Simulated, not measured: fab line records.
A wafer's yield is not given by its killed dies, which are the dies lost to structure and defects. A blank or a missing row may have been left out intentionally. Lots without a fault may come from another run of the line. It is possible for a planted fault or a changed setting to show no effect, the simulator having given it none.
Comparing a struck lot with a sound one | flow nandHarc | 15 out of 1302 route steps
Sound: wafers L930.1, L930.3, L930.5. Wafers L939.2, L939.4, L939.5 were the ones struck. At the end, the cause is stated.
At each step with rows: each side's tool, then ch and its chambers, then its first start. Under that, the readings that differ: sound wafers | struck wafers | difference of the means | sigmas: that difference in standard deviations of wafers without a fault.
alike: same words and numbers on both sides, and readings whose means sit less than 2 such deviations apart. not compared: any withheld reading, any reading some wafer has no value for, any bound like >300 that may hide the same value, and any number with overlapping values for which the record gives no deviation.
A row with sigmas, a row that says differs or no value, or rows on one side alone: a step with any of these is where the two part. Numbers that don't overlap but have no deviation are shown without sigmas and don't part them. Lack of a reading on every wafer of one side parts them only where that side has two or more wafers.

first, 4 steps without rows for these wafers: NHARC_P_M2_EBR_05; NHARC_P_M2_EXPOSE_06 (exposes mask P M2, target cd 170 nm); NHARC_P_M2_PEB_07 (peb time 65 s); NHARC_P_M2_DEVELOP_08 (develop time 35 s).
NHARC_P_M2_CD_MEAS_09: the cd target is 170 nm.
  sound on cdSem-03 ch 0, day 10 06:07; struck on cdSem-03 ch 0, day 13 20:08
  alike: cdNm
NHARC_P_M2_OVL_MEAS_10: pitch 340 nm.
  struck on overlay-01, day 13 20:14; sound on overlay-02, day 10 06:12
reading         | sound       | struck         | difference | sigmas
overlayYNm (nm) | 1.3 0.9 1.3 | -1.0 -1.4 -0.9 | -2.3       | -2
  alike: overlayXNm
NHARC_P_M2_INSPECT_11:
  struck on defectInspect-02, day 13 20:17; sound on defectInspect-02, day 10 06:14
  alike: rawDefectCount
NHARC_P_M2_DESCUM_14: chemistry O2, time 3 s.
  sound on rieDiel-11 ch 2,3, day 10 06:17; struck on rieDiel-11 ch 0,2,3, day 13 20:21
  alike: drypumpMotorCurrentA, oesProductAu, rfVppV, showerheadPlenumPTorr, throttleValvePct
  not compared: rfHoursCounterH
NHARC_P_M2_ETCH_35: etches the open film in N2/H2, target depth 40 nm, overetch 12 nm, time 43.94 s.
  sound on rieDiel-11 ch 0,3, day 10 06:23; struck on rieDiel-11 ch 0,2, day 13 20:26
  alike: drypumpMotorCurrentA, oesProductAu, rfVppV, showerheadPlenumPTorr, throttleValvePct
  not compared: rfHoursCounterH
NHARC_P_M2_ETCH_15: etches the open film in C4F8/Ar, target depth 182.5 nm, time 91.2 s.
  sound: rieDiel-11 ch 0,1,2; struck: rieDiel-11 ch 0,2,3
  alike: oesProductAu, rfVppV
  not compared: rfHoursCounterH
NHARC_P_M2_CD_MEAS_16:
  struck on cdSem-02, day 13 20:41; sound on cdSem-03, day 10 06:36
  alike: cdNm
NHARC_P_M2_STRIP_18: strips in N2/H2.
  sound on rieDiel-11 ch 2,3, day 10 06:40; struck on rieDiel-10 ch 0,1, day 13 20:46
  alike: drypumpMotorCurrentA, oesProductAu, rfVppV, showerheadPlenumPTorr, throttleValvePct
  not compared: rfHoursCounterH
NHARC_P_M2_ETCH_28: etches the open film in CF4/N2, target depth 30 nm, time 72.99 s.
  sound on rieDiel-11 ch 0,3, day 10 06:55; struck on rieDiel-10 ch 0,1,2, day 13 21:00
reading             | sound             | struck            | difference | sigmas
oesProductAu (a.u.) | 1.000 0.996 0.997 | 0.869 0.867 0.866 | -0.130     | -13
  alike: drypumpMotorCurrentA, rfVppV, showerheadPlenumPTorr, throttleValvePct
  not compared: rfHoursCounterH
then, 1 step without rows for these wafers: NHARC_P_M2_STRIP_19 (strips in post etch residue remover, time 600 s).
-- record jumps: 18 days between struck wafers' starts before vs after; left off in module P_M2, resumes in module END, first step shown is number 1302 of the route --
NHARC_END_SORT_01:
  sound on prober-01 ch 0, day 28 02:53; struck on prober-01 ch 0, day 31 22:52
  alike: defectLimitedYield, killedAtArray, killedAtOther, killedAtPeriphery, killedDies, killedOpen, killedShort, sort_bin_2_pct, sort_bin_3_pct, sort_bin_4_pct, sortNPass, sortRimYieldPct, sortYieldPct

== WHERE THEY PART ==
At NHARC_P_M2_OVL_MEAS_10 first; at NHARC_P_M2_ETCH_28 last (within this record only). Later steps at which nothing parts them and some readings are alike: NHARC_END_SORT_01.

WHY: what the simulator had put in
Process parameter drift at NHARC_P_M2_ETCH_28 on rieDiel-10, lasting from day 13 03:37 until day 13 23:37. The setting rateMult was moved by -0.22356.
